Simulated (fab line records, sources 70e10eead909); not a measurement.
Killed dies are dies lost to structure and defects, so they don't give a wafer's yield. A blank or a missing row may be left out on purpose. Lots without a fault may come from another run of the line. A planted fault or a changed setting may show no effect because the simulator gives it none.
Chamber matching | flow nand_harc | NHARC_A_BLC_STRIP_21 on rie_diel-11: 4 sister chambers
The step strips in O2. 4 wafers are shown with their chamber, then 11 later ones without.

WAFERS WITH THEIR CHAMBER
wafer  | chamber | showerhead_plenum_p_Torr (Torr)
L082.3 | 2       | 3.71
L083.3 | 1       | 3.50
L083.6 | 3       | 3.58
L085.2 | 0       | 3.42

WAFERS WITHOUT THEIR CHAMBER
wafer  | showerhead_plenum_p_Torr (Torr)
L085.3 | 3.50
L085.6 | 3.58
L091.1 | 3.57
L091.4 | 3.42
L091.5 | 3.50
L092.1 | 3.42
L092.2 | 3.50
L092.4 | 3.71
L095.3 | 3.71
L095.4 | 3.57
L095.5 | 3.42

WHICH CHAMBER EACH WENT THROUGH
wafer  | from the rows above | in truth
L085.3 | 1                   | 1
L085.6 | 3                   | 3
L091.1 | 3                   | 3
L091.4 | 0                   | 0
L091.5 | 1                   | 1
L092.1 | 0                   | 0
L092.2 | 1                   | 1
L092.4 | 2                   | 2
L095.3 | 2                   | 2
L095.4 | 3                   | 3
L095.5 | 0                   | 0
Placed correctly: 11 of 11. Can't be placed from these rows: 0. Placed wrongly: 0.
How it was worked out, from the rows above alone: a wafer's distance from a chamber is the root of the sum, over the readings, of the square of ((its reading less the chamber's mean) divided by the reading's scatter). The wafer belongs to the nearest chamber; if the next one is less than 2 further off, it can't be placed. A chamber's mean is the mean of its shown wafers. The scatter: with one shown wafer a chamber, the root of the mean of the squares of how far each hidden wafer lies from its nearest shown one.
